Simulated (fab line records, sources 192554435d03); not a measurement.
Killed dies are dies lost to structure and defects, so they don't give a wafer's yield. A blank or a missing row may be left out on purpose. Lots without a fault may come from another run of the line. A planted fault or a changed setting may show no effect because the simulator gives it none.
A struck lot beside a sound one | flow n5_finfet | 36 steps out of a route of 1938
Sound: wafers L816.1, L816.3, L816.5. Struck: wafers L805.3, L805.6. (L805.2 of the same lot was not struck and is left out.) The cause comes at the end.
At each step with rows: each side's tool, then ch and its chambers, then its first start. Under that, the readings that differ: sound wafers | struck wafers | difference of the means | sigmas: that difference in standard deviations of wafers without a fault.
alike: readings whose means differ by less than 2 such deviations, and words and numbers that are the same on both sides. not compared: withheld readings, readings that some wafer has no value for, bounds like >300 that may hide the same value, and numbers for which the record gives no deviation and whose values overlap.
The two part at a step that has a row with sigmas, a row that says differs or no value, or rows on one side only. Numbers that don't overlap but have no deviation are shown without sigmas and don't part them. A reading that every wafer of one side lacks parts them only if that side has two wafers or more.

first, 9 steps without rows for these wafers: N5_BEOL_M10_ALD_74 (deposits TaN, target thk 2 nm, pulse time 2 s, purge time 3 s); N5_BEOL_M10_SURFACE_TREAT_76; N5_BEOL_M10_CVD_75 (deposits Co from CCTBA/H2, target thk 2 nm, time 138.9 s); N5_BEOL_M10_SPUTTER_48 (material Cu, target thk 12 nm, time 2 s); N5_BEOL_M10_ECD_50 (material Cu, target thk 318 nm); N5_BEOL_M10_ANNEAL_51 (time 90 s); N5_BEOL_M10_CMP_52 (polishes, stops on SiCOH lowk, t overpolish 7 s, target thk 140 nm); N5_BEOL_M10_PRE_CLEAN_55 (time 15 s); N5_BEOL_M10_DEP_56 (deposits SiCN from 3MS/NH3, target thk 15 nm, time 26.5 s).
N5_BEOL_M11_ILD_DEP_00: deposits SiCOH lowk from DEMS/porogen, target thk 308.51 nm, time 58 s.
  sound on pecvd-03 ch 0,1,2, day 16 05:54; struck on pecvd-02 ch 1, day 13 12:16
  reading                                             | sound             | struck    | difference | sigmas
  run_length_s (s)                                    | 100.2 101.5 101.1 | 87.5 86.8 | -13.8      | -25
  model.SiCOH_lowk_of_BEOL_M11_ILD_DEP_00.thk_nm (nm) | 303.8 296.2 309.8 | 229.6 228 | -74.5      |
  alike: heater_power_w, showerhead_plenum_p_Torr, throttle_valve_pct
then, 1 step without rows for these wafers: N5_BEOL_M11_CURE_71 (cures SiCOH lowk, time 240 s).
N5_BEOL_M11_THK_MEAS_01:
  sound on film_metro-02, day 16 06:29; struck on film_metro-02, day 13 13:24
  reading          | sound       | struck  | difference | sigmas
  M11_ILD_THK (nm) | 264 257 269 | 199 197 | -65        | -13
then, 23 steps without rows for these wafers: N5_BEOL_M11_PECVD_70 (deposits SiO2 from TEOS/O2, target thk 20 nm, time 22.7 s); N5_BEOL_M11_HM_DEP_02 (deposits TiN, target thk 20 nm); N5_BEOL_M11_COAT_59 (time 60 s, resist thk 100 nm); N5_BEOL_M11_COAT_60 (time 60 s, resist thk 30 nm); N5_BEOL_M11_COAT_05 (resist thk 90 nm); N5_BEOL_M11_EBR_07; N5_BEOL_M11_SOFTBAKE_06 (time 60 s); N5_BEOL_M11_EXPOSE_08 (exposes mask M11); N5_BEOL_M11_PEB_09 (peb time 60 s); N5_BEOL_M11_DEVELOP_10 (develop time 30 s); N5_BEOL_M11_DESCUM_16 (chemistry O2, time 7.9 s); N5_BEOL_M11_ETCH_61 (etches SiARC in CF4, target depth 39 nm, time 65 s); N5_BEOL_M11_ETCH_62 (etches SOC in N2/H2, target depth 110 nm, overetch 22 nm, time 165 s); N5_BEOL_M11_STRIP_68 (strips in N2/H2); N5_BEOL_M11_STRIP_67 (strips in CF4); N5_BEOL_M11_HM_OPEN_17 (chemistry Cl2/BCl3, target TiN, target depth 20 nm, overetch 6 nm); N5_BEOL_M11_STRIP_19 (strips in O2); N5_BEOL_M11_COAT_63 (time 60 s, resist thk 100 nm); N5_BEOL_M11_COAT_64 (time 60 s, resist thk 30 nm); N5_BEOL_M11_COAT_22 (resist thk 90 nm); N5_BEOL_M11_EBR_24; N5_BEOL_M11_SOFTBAKE_23 (time 60 s); N5_BEOL_M11_EXPOSE_25 (exposes mask V10).
N5_BEOL_M11_CMP_52: polishes, stops on SiCOH lowk, t overpolish 7 s, target thk 140 nm.
  sound on cmp-01 ch 0,1,3, day 16 12:52; struck on cmp-03 ch 0,2, day 13 22:31
  reading                                             | sound         | struck      | difference | sigmas
  model.SiCOH_lowk_of_BEOL_M11_ILD_DEP_00.thk_nm (nm) | 261 254 266.2 | 195.6 194.2 | -65.5      |
  alike: motor_current_A

WHERE THEY PART
First at N5_BEOL_M11_ILD_DEP_00; last, within this record, at N5_BEOL_M11_THK_MEAS_01. Later steps at which nothing parts them and some readings are alike: N5_BEOL_M11_CMP_52.

WHY: what the simulator had put in
Process parameter drift: pecvd-02, from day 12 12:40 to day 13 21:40, at N5_BEOL_M11_ILD_DEP_00. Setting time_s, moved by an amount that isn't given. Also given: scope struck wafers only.
